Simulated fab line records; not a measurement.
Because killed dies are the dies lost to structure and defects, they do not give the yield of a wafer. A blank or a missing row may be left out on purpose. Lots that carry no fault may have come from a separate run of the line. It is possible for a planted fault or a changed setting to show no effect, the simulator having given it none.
Shared-tool check	flow nand_harc	13 lots, 39 wafers sampled

== REASON IT WAS OPENED ==
On 2 of the 13 lots, a flag is raised at NHARC_P_CONTACT_CD_MEAS_12 on the reading cd_nm. Wafers without a fault read 89.7 nm, standard deviation 0.72.
Rule: a lot is flagged in two cases, either no wafer of it has a number, or all its wafers with numbers fall more than 4 standard deviations from that mean. All remaining lots are regarded as sound.

lot	measured	on	cd_nm (nm), wafer by wafer	flag
L649	day 5 16:04	cd_sem-01	89.5 89.8 88.7	
L653	day 6 06:57	cd_sem-02	89.6 90.1 89.6	
L654	day 6 23:25	cd_sem-02	89.6 89.7 89.7	
L655	day 7 02:58	cd_sem-02	90.5 89.4 89.2	
L658	day 7 14:54	cd_sem-01	88.8 89.7 90.0	
L659	day 8 03:43	cd_sem-02	89.4 89.5 89.8	
L660	day 8 07:57	cd_sem-01	89.7 89.6 90.7	
L661	day 8 19:37	cd_sem-02	90.3 90.3 90.1	
L662	day 8 22:10	cd_sem-03	88.4 88.6 90.0	
L664	day 9 09:10	cd_sem-02	88.9 89.2 88.2	
L668	day 10 02:48	cd_sem-03	108.1 107.6 109.1	FLAGGED
L670	day 10 15:13	cd_sem-02	108.0 108.1 109.3	FLAGGED
L669	day 10 15:37	cd_sem-01	89.5 89.1 88.6	
On average the flagged lots' numbers are 108.4 nm, which is +18.7 nm against the usual, or +26 standard deviations.

== EACH LOT AND THE TOOL IT RAN ON ==
3 process steps preceding the reading are held in the record, out of 1159 steps in the route. In each cell: the tool, then ch and the chambers that the sampled wafers went through, then the start.
lot	flag	NHARC_P_CONTACT_DEP_00	NHARC_P_CONTACT_CMP_01	NHARC_P_CONTACT_PEB_10
L649		pecvd-04 ch 1,2, day 5 15:23 or earlier	cmp-02 ch 0,1, day 5 15:23	litho_track-04 ch 0, day 5 15:59
L653		pecvd-01 ch 0,2, day 6 06:14 or earlier	cmp-02 ch 0,3, day 6 06:14	litho_track-04 ch 0, day 6 06:52
L654		pecvd-02 ch 1,2, day 6 22:38 or earlier	cmp-02 ch 1,2,3, day 6 22:38	litho_track-01 ch 0, day 6 23:20
L655		pecvd-02 ch 1,2, day 7 02:16 or earlier	cmp-02 ch 0,3, day 7 02:16	litho_track-01 ch 0, day 7 02:53
L658		pecvd-04 ch 0,2, day 7 14:05 or earlier	cmp-02 ch 0,3, day 7 14:05	litho_track-06 ch 0, day 7 14:49
L659		pecvd-04 ch 0,1, day 8 02:52 or earlier	cmp-03 ch 1,2,3, day 8 02:52	litho_track-04 ch 0, day 8 03:38
L660		pecvd-04 ch 0,1,2, day 8 07:10 or earlier	cmp-02 ch 1,2,3, day 8 07:10	litho_track-01 ch 0, day 8 07:52
L661		pecvd-01 ch 0,1,2, day 8 18:47 or earlier	cmp-04 ch 1,2,3, day 8 18:47	litho_track-06 ch 0, day 8 19:32
L662		pecvd-01 ch 0,1, day 8 21:28 or earlier	cmp-03 ch 0,1,3, day 8 21:28	litho_track-01 ch 0, day 8 22:05
L664		pecvd-01 ch 0,1,2, day 9 08:23 or earlier	cmp-03 ch 0,3, day 9 08:23	litho_track-01 ch 0, day 9 09:05
L668	FLAGGED	pecvd-01 ch 0,1,2, day 10 01:58 or earlier	cmp-03 ch 0,1,3, day 10 01:58	litho_track-01 ch 0, day 10 02:43
L670	FLAGGED	pecvd-01 ch 0,1,2, day 10 14:28 or earlier	cmp-03 ch 0,1,3, day 10 14:28	litho_track-01 ch 0, day 10 15:08
L669		pecvd-04 ch 0,1,2, day 10 14:46 or earlier	cmp-04 ch 0,1,2, day 10 14:46	litho_track-04 ch 0, day 10 15:32
What these steps do:
- NHARC_P_CONTACT_DEP_00: deposits SiO2, target thk 500 nm.
- NHARC_P_CONTACT_CMP_01: polishes SiO2, target thk 200 nm.
- NHARC_P_CONTACT_PEB_10: peb time 65 s.
- NHARC_P_CONTACT_CD_MEAS_12: target cd 90 nm.

== FLAGGED AGAINST TOTAL, ONE TOOL AT A TIME (gauges that did the reading follow at the end) ==
step	tool	lots run	flagged	share of the flagged lots	sound lots run after its first flagged lot
NHARC_P_CONTACT_DEP_00	pecvd-01	6	2	all	0
NHARC_P_CONTACT_DEP_00	pecvd-02	2	0	none	-
NHARC_P_CONTACT_DEP_00	pecvd-04	5	0	none	-
NHARC_P_CONTACT_CMP_01	cmp-02	6	0	none	-
NHARC_P_CONTACT_CMP_01	cmp-03	5	2	all	0
NHARC_P_CONTACT_CMP_01	cmp-04	2	0	none	-
NHARC_P_CONTACT_PEB_10	litho_track-01	7	2	all	0
NHARC_P_CONTACT_PEB_10	litho_track-04	4	0	none	-
NHARC_P_CONTACT_PEB_10	litho_track-06	2	0	none	-
NHARC_P_CONTACT_CD_MEAS_12	cd_sem-01	4	0	none	-
NHARC_P_CONTACT_CD_MEAS_12	cd_sem-02	7	1	some	0
NHARC_P_CONTACT_CD_MEAS_12	cd_sem-03	2	1	some	0
Because NHARC_P_CONTACT_DEP_00 lacks a start for some lots, the hours and order of its lots are taken from NHARC_P_CONTACT_CMP_01.

== WHAT THE TABLE ALLOWS ==
pecvd-01 at NHARC_P_CONTACT_DEP_00, cmp-03 at NHARC_P_CONTACT_CMP_01 and litho_track-01 at NHARC_P_CONTACT_PEB_10: these 3 rows of the table ran every flagged lot.
- pecvd-01 at NHARC_P_CONTACT_DEP_00: 2 of its 6 lots flagged. Its last sound lot is L664 (day 9 08:23), its first flagged lot L668 (day 10 01:58): a fault that began between those two fits.
- cmp-03 at NHARC_P_CONTACT_CMP_01: 2 of its 5 lots flagged. Its last sound lot is L664 (day 9 08:23), its first flagged lot L668 (day 10 01:58): a fault that began between those two fits.
- litho_track-01 at NHARC_P_CONTACT_PEB_10: 2 of its 7 lots flagged. Its last sound lot is L664 (day 9 09:05), its first flagged lot L668 (day 10 02:43): a fault that began between those two fits. Its own readings (heater_power_total_W, plate_temp_C) fall more than 4 standard deviations out on all wafers of the flagged lots.
Because each of these 3 tools fits a fault that began at some hour, counting lots does not separate them. More lots, or a look at what each step does to the wafer, might.

== WHAT HAD BEEN PUT IN BY THE SIMULATOR ==
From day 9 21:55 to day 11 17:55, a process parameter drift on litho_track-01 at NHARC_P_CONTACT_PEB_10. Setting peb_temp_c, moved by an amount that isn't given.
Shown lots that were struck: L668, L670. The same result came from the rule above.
